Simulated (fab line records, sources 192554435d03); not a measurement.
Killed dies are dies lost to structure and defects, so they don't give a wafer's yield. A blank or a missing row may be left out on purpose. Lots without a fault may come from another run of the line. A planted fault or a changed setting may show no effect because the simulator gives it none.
A struck lot beside a sound one | flow n5_finfet | 31 steps out of a route of 1938
Sound: wafers L176.1, L176.3, L176.5. Struck: wafers L167.1, L167.2, L167.5. The cause comes at the end.
At each step with rows: each side's tool, then ch and its chambers, then its first start. Under that, the readings that differ: sound wafers | struck wafers | difference of the means | sigmas: that difference in standard deviations of wafers without a fault.
alike: readings whose means differ by less than 2 such deviations, and words and numbers that are the same on both sides. not compared: withheld readings, readings that some wafer has no value for, bounds like >300 that may hide the same value, and numbers for which the record gives no deviation and whose values overlap.
The two part at a step that has a row with sigmas, a row that says differs or no value, or rows on one side only. Numbers that don't overlap but have no deviation are shown without sigmas and don't part them. A reading that every wafer of one side lacks parts them only if that side has two wafers or more.

first, 10 steps without rows for these wafers: N5_STI_FIN_REVEAL_SRD_28 (time 30 s); N5_DUMMY_GATE_PRECLEAN_00 (cleans in O3/DIW, time 60 s); N5_DUMMY_GATE_SRD_01 (time 30 s); N5_DUMMY_GATE_ALD_02 (deposits SiO2, target thk 2 nm, pulse time 1 s); N5_DUMMY_GATE_CVD_03 (deposits a-Si from SiH4, target thk 150 nm, time 8042 s); N5_DUMMY_GATE_PRECLEAN_46 (cleans in DIW, time 89.5 s); N5_DUMMY_GATE_SRD_47 (dry time 32 s); N5_DUMMY_GATE_CMP_04 (polishes a-Si); N5_DUMMY_GATE_HM_DEP_06 (deposits SiNx from DCS/NH3, target thk 80 nm, time 5141 s); N5_DUMMY_GATE_PECVD_30 (deposits SiO2 from TEOS/O2, target thk 55 nm, time 10.8 s).
N5_DUMMY_GATE_COAT_34: time 60 s, resist thk 60 nm.
  sound on litho_track-01 ch 0, day 8 15:26; struck on litho_track-03 ch 0, day 6 03:14
  reading                                     | sound                | struck               | difference | sigmas
  spin_speed_rpm (rpm)                        | 1501.0 1500.7 1498.8 | 1546.4 1545.6 1546.4 | +46.0      | +42
  model.SOC_of_DUMMY_GATE_COAT_34.thk_nm (nm) | 60 60.2 59.8         | 59 59 59             | -1         |
  alike: exhaust_pa
then, 11 steps without rows for these wafers: N5_DUMMY_GATE_COAT_35 (time 60 s, resist thk 10 nm); N5_DUMMY_GATE_COAT_28 (time 60 s, resist thk 10 nm); N5_DUMMY_GATE_COAT_09 (resist thk 30 nm); N5_DUMMY_GATE_EBR_11; N5_DUMMY_GATE_SOFTBAKE_10 (time 60 s); N5_DUMMY_GATE_EXPOSE_12 (exposes mask GATE, target cd 25 nm); N5_DUMMY_GATE_PEB_13 (peb time 60 s); N5_DUMMY_GATE_DEVELOP_14 (develop time 30 s); N5_DUMMY_GATE_DESCUM_20 (chemistry O2, time 6.2 s); N5_DUMMY_GATE_ETCH_29 (etches underlayer in N2/H2, target depth 13 nm); N5_DUMMY_GATE_ETCH_36 (etches SiARC in CF4, target depth 13 nm).
N5_DUMMY_GATE_ETCH_37: etches SOC in N2/H2, target depth 60 nm, overetch 30 nm.
  sound on rie_diel-01 ch 0,2,3, day 8 15:59; struck on rie_diel-01 ch 2,3, day 6 03:47
  reading                  | sound             | struck            | difference | sigmas
  temp_c (C)               | 39.78 39.95 39.74 | 40.11 39.98 40.22 | +0.28      | +3
  model.etch.depth_nm (nm) | 59.93 60.12 59.84 | 59.08 58.96 59.09 | -0.92      |
  alike: drypump_motor_current_A, n2_flow_sccm, oes_product_au, rf_fwd_power_W, rf_vpp_V, showerhead_plenum_p_Torr, throttle_valve_pct
  not compared: rf_hours_counter_h
then, 4 steps without rows for these wafers: N5_DUMMY_GATE_STRIP_38 (strips in N2/H2); N5_DUMMY_GATE_STRIP_39 (strips in N2/H2); N5_DUMMY_GATE_TRIM_49 (chemistry O2, time 29 s, target cd 14 nm); N5_DUMMY_GATE_STRIP_40 (strips in CF4).
N5_DUMMY_GATE_ETCH_31: etches SiO2 in C4F6/O2, target depth 82.5 nm, time 27.5 s.
  sound on rie_diel-04 ch 0,1,3, day 8 16:16; struck on rie_diel-01 ch 0,2,3, day 6 04:04
  reading                                     | sound        | struck       | difference | sigmas
  model.SOC_of_DUMMY_GATE_COAT_34.thk_nm (nm) | 51.8 52 51.8 | 50.8 50.8 51 | -1.0       |
  alike: drypump_motor_current_A, oes_product_au, rf_fwd_power_W, rf_vpp_V, showerhead_plenum_p_Torr, throttle_valve_pct
  not compared: rf_hours_counter_h
then, 1 step without rows for these wafers: N5_DUMMY_GATE_STRIP_41 (strips in O2).
-- the record jumps here: 7 days lie between the struck wafers' starts before and after (it left off in module DUMMY_GATE and takes up again in module BEOL_M4, whose first step shown is number 1111 of the route) --
N5_BEOL_M4_RC_MEAS_101:
  sound on prober-01 ch 0, day 14 11:33; struck on prober-02 ch 0, day 12 20:28
  alike: DIBL_N, DIBL_P, IOFF_N, IOFF_P, ION_N, ION_P, SS_N, SS_P, VT_N, VT_P
-- the record jumps here: 5 days lie between the struck wafers' starts before and after (it left off in module BEOL_M4 and takes up again in module PASSIVATION, whose first step shown is number 1936 of the route) --
N5_PASSIVATION_PROBE_49:
  the record has rows for the struck wafers here (prober-01, day 17 10:08) and none for the sound ones

WHERE THEY PART
First at N5_DUMMY_GATE_COAT_34; last, within this record, at N5_PASSIVATION_PROBE_49.

WHY: what the simulator had put in
Process parameter drift: litho_track-03, from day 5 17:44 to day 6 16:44, at N5_DUMMY_GATE_COAT_34. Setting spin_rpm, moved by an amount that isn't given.
